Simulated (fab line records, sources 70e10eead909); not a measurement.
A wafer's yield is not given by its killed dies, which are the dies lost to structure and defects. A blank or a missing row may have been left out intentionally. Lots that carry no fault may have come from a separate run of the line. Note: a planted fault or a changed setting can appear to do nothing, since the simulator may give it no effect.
Struck lot and sound lot, side by side :: flow nandHarc :: 13 out of 1302 route steps
Sound: the wafers L938.1, L938.2, L938.5. The struck wafers were L943.1, L943.3, L943.6. At the end, the cause is stated.
Order at every step that has rows: each side's tool, ch and its chambers, its first start. Under that, the readings that differ: sound wafers :: struck wafers :: difference of the means :: sigmas: that difference in standard deviations of wafers without a fault.
alike: a reading whose means differ by less than 2 such deviations, as well as words and numbers matching on both sides. not compared: withheld readings; readings where some wafer has no value; bounds like >300 that might hide an equal value; numbers whose values overlap and for which the record gives no deviation.
A row with sigmas, a row that says differs or no value, or rows on one side alone: a step with any of these is where the two part. Numbers that don't overlap but have no deviation are shown without sigmas and don't part them. A reading that every wafer of one side lacks parts them only if that side has two wafers or more.

NHARC_P_M2_DEGAS_29: time 60 s.
  sound on pvdSputter-02 at day 8 04:05; struck on pvdSputter-02 at day 10 12:28
  alike: heaterPowerW
NHARC_P_M2_PRE_CLEAN_30: time 30 s.
  sound on pvdSputter-02; struck on pvdSputter-02
  alike: heaterPowerW
NHARC_P_M2_PVD_20: deposits TaN, target thk 5 nm, time 8.06 s.
  sound on pvdSputter-02; struck on pvdSputter-02
  alike: throttleValvePct
then, 3 steps without rows for these wafers: NHARC_P_M2_PVD_21 (deposits Cu, target thk 30 nm, time 20.49 s); NHARC_P_M2_ECD_22 (material Cu, target thk 400 nm); NHARC_P_M2_ANNEAL_31 (time 90 s).
NHARC_P_M2_CMP_23: polishes, t overpolish 20 s, target thk 144.3 nm.
  sound on cmp-04 ch 1,2,3, day 8 05:12; struck on cmp-02 ch 0,3, day 10 13:38
  alike: motorCurrentA, timeToEndpointS
NHARC_P_M2_THK_MEAS_24: measures by xrf.
  sound on filmMetro-01 at day 8 05:28; struck on filmMetro-02 at day 10 13:56
  alike: thkNm
next, for these wafers, 1 step has no rows: NHARC_P_M2_SRD_25.
NHARC_P_M2_INSPECT_27:
  sound on defectInspect-01 at day 8 05:37; struck on defectInspect-01 at day 10 14:05
  alike: rawDefectCount
NHARC_P_M2_PRE_CLEAN_32: time 12 s.
  sound on pecvd-03 ch 0,1,2, day 8 05:41; struck on pecvd-03 ch 0,1,2, day 10 14:12
  alike: heaterPowerW
NHARC_P_M2_DEP_33: deposits SiCN, target thk 30 nm.
  sound on pecvd-03 ch 0,1,2, day 8 05:46; struck on pecvd-03 ch 0,1,2, day 10 14:19
  no value came back on the struck wafers for chamberPressureTorr (Torr), heaterPowerOuterW (W), heaterPowerW (W); on the sound wafers chamberPressureTorr (Torr) reads 2.995 3.000 2.991
then, 1 step without rows for these wafers: NHARC_P_BONDPAD_DEP_00 (deposits SiCN, target thk 250 nm).

== WHERE THEY PART ==
Only at NHARC_P_M2_DEP_33, within this record.

WHY: the cause the simulator had injected
Step skipped in full: pecvd-03, at NHARC_P_M2_DEP_33, from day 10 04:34 onward. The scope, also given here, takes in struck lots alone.
